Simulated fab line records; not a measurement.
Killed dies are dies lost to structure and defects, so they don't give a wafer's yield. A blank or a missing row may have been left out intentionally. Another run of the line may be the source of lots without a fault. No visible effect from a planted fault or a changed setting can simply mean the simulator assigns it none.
Matching of chambers / flow nand-harc / rie-diel-09 running NHARC_P_CONTACT_STRIP_28: 4 sister chambers
The step strips in O2. 8 wafers are shown with their chamber, then 9 later ones without.

== WAFERS WITH THEIR CHAMBER ==
wafer=L083.1; chamber=1; showerhead-plenum-p-Torr (Torr)=3.77; drypump-motor-current-A (A)=5.72
wafer=L082.2; chamber=2; showerhead-plenum-p-Torr (Torr)=3.33; drypump-motor-current-A (A)=5.84
wafer=L084.1; chamber=3; showerhead-plenum-p-Torr (Torr)=3.37; drypump-motor-current-A (A)=5.54
wafer=L084.2; chamber=0; showerhead-plenum-p-Torr (Torr)=3.58; drypump-motor-current-A (A)=5.41
wafer=L084.5; chamber=1; showerhead-plenum-p-Torr (Torr)=3.77; drypump-motor-current-A (A)=5.71
wafer=L086.2; chamber=0; showerhead-plenum-p-Torr (Torr)=3.58; drypump-motor-current-A (A)=5.37
wafer=L086.3; chamber=3; showerhead-plenum-p-Torr (Torr)=3.37; drypump-motor-current-A (A)=5.55
wafer=L086.4; chamber=2; showerhead-plenum-p-Torr (Torr)=3.32; drypump-motor-current-A (A)=5.77

== WAFERS MISSING THEIR CHAMBER ==
wafer=L091.3; showerhead-plenum-p-Torr (Torr)=3.77; drypump-motor-current-A (A)=5.76
wafer=L091.4; showerhead-plenum-p-Torr (Torr)=3.58; drypump-motor-current-A (A)=5.36
wafer=L091.6; showerhead-plenum-p-Torr (Torr)=3.58; drypump-motor-current-A (A)=5.35
wafer=L092.2; showerhead-plenum-p-Torr (Torr)=3.58; drypump-motor-current-A (A)=5.41
wafer=L092.4; showerhead-plenum-p-Torr (Torr)=3.76; drypump-motor-current-A (A)=5.73
wafer=L092.5; showerhead-plenum-p-Torr (Torr)=3.32; drypump-motor-current-A (A)=5.86
wafer=L096.1; showerhead-plenum-p-Torr (Torr)=3.76; drypump-motor-current-A (A)=5.73
wafer=L096.4; showerhead-plenum-p-Torr (Torr)=3.37; drypump-motor-current-A (A)=5.53
wafer=L096.6; showerhead-plenum-p-Torr (Torr)=3.32; drypump-motor-current-A (A)=5.84

== WHICH CHAMBER EACH ONE RAN IN ==
wafer=L091.3; from the rows above=1; in truth=1
wafer=L091.4; from the rows above=0; in truth=0
wafer=L091.6; from the rows above=0; in truth=0
wafer=L092.2; from the rows above=0; in truth=0
wafer=L092.4; from the rows above=1; in truth=1
wafer=L092.5; from the rows above=2; in truth=2
wafer=L096.1; from the rows above=1; in truth=1
wafer=L096.4; from the rows above=3; in truth=3
wafer=L096.6; from the rows above=2; in truth=2
Placed correctly: 9 of 9. Not placeable from these rows: 0. Number placed wrongly: 0.
How it was worked out, from the rows above alone: a wafer's distance from a chamber is the root of the sum, over the readings, of the square of ((its reading less the chamber's mean) divided by the reading's scatter). If the next closest chamber is less than 2 further off than the closest, the wafer can't be placed; otherwise it belongs to the closest. For every chamber, the mean is computed from those of its wafers that are shown. How the scatter is found: for the shown wafers, subtract from each reading the mean of its chamber, square and add these, divide the total by (wafers less chambers), then take the root.
